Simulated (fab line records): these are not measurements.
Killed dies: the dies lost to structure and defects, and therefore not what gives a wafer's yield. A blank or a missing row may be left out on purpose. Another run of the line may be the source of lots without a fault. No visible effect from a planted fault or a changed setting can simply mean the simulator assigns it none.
Matching of chambers ; flow n5-finfet ; 4 sister chambers for N5_BEOL_M1_ETCHBACK_99 on rie-diel-05
The step etches SiO2 in CHF3, target depth 5 nm, time 10.4 s. 14 wafers are shown with their chamber, then 7 later ones without.

## WAFERS WITH THEIR CHAMBER
wafer;chamber;showerhead-plenum-p-Torr (Torr);throttle-valve-pct (%);rf-vpp-V (V)
L075.2;2;2.23;17.18;240
L075.4;0;2.06;17.53;245
L075.5;0;2.06;17.51;242
L079.1;3;2.28;16.95;239
L079.2;2;2.23;17.17;241
L079.6;0;2.06;17.53;244
L083.1;0;2.06;17.54;244
L083.2;3;2.28;16.96;239
L083.4;3;2.28;16.97;238
L085.2;0;2.05;17.61;243
L085.4;1;2.07;17.38;234
L085.6;3;2.27;17.02;238
L094.3;0;2.05;17.60;244
L094.4;2;2.22;17.26;241

SIGNATURES (averages over the wafers above)
reading;chamber 0;chamber 1;chamber 2;chamber 3;scatter within a chamber
showerhead-plenum-p-Torr;2.0567;2.0700;2.2267;2.2775;0.00524
throttle-valve-pct;17.5533;17.3800;17.2033;16.9750;0.0404
rf-vpp-V;243.67;234.00;240.67;238.50;0.837
Rule: a wafer's distance from a chamber is the root of the sum, over the readings, of the square of ((its reading less the chamber's mean) divided by the reading's scatter). The wafer belongs to the nearest chamber; if the next one is less than 2 further off, it can't be placed. The scatter is the square root of a quotient: the sum, over the shown wafers, of each reading's squared deviation from its chamber's mean, divided by wafers minus chambers.

## WAFERS WITHOUT THEIR CHAMBER
wafer;showerhead-plenum-p-Torr (Torr);throttle-valve-pct (%);rf-vpp-V (V)
L094.5;2.07;17.38;235
L096.1;2.07;17.37;235
L096.4;2.05;17.60;243
L096.5;2.22;17.24;240
L097.1;2.27;17.03;237
L097.3;2.22;17.24;241
L097.6;2.27;17.03;237

## CHAMBER TAKEN BY EACH
wafer;from the rows above;in truth
L094.5;1;1
L096.1;1;1
L096.4;0;0
L096.5;2;2
L097.1;3;3
L097.3;2;2
L097.6;3;3
Correct placement for 7 of the 7. Number that these rows cannot place: 0. 0 placed wrongly.
